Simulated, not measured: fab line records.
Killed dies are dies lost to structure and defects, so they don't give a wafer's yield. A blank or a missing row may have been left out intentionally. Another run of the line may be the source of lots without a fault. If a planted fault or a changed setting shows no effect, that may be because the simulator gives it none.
Chamber matching -- flow n5 finfet -- 4 sister chambers for N5_BEOL_M5_ETCH_68 on rie diel-05
The step etches SOC in N2/H2, target depth 80 nm, overetch 16 nm, time 120 s. 8 wafers are shown with their chamber, then 9 later ones without.

== WAFERS PAIRED WITH THEIR CHAMBERS ==
wafer,chamber,drypump motor current A (A),showerhead plenum p Torr (Torr)
L075.3,2,5.3,2.65
L082.3,3,6.2,2.43
L082.6,2,5.3,2.65
L088.1,0,6.1,2.56
L088.2,3,6.1,2.43
L090.2,1,6.3,2.61
L090.3,0,6.1,2.55
L090.4,1,6.3,2.61

== WAFERS WHOSE CHAMBER IS MISSING ==
wafer,drypump motor current A (A),showerhead plenum p Torr (Torr)
L092.1,6.1,2.55
L092.2,5.3,2.64
L092.5,5.4,2.64
L095.1,6.1,2.55
L095.4,5.4,2.63
L095.5,5.3,2.63
L096.1,5.3,2.63
L096.2,6.1,2.42
L096.6,5.3,2.63

== WHICH CHAMBER EACH WENT THROUGH ==
wafer,from the rows above,in truth
L092.1,0,0
L092.2,2,2
L092.5,2,2
L095.1,0,0
L095.4,2,2
L095.5,2,2
L096.1,2,2
L096.2,3,3
L096.6,2,2
Correctly placed: 9 of 9. From these rows, 0 cannot be placed. Wrongly placed: 0.
How it was worked out, from the rows above alone: a wafer's distance from a chamber is the root of the sum, over the readings, of the square of ((its reading less the chamber's mean) divided by the reading's scatter). If the next closest chamber is less than 2 further off than the closest, the wafer can't be placed; otherwise it belongs to the closest. The mean given for a chamber averages the wafers shown for that chamber. How the scatter is found: for the shown wafers, subtract from each reading the mean of its chamber, square and add these, divide the total by (wafers less chambers), then take the root.
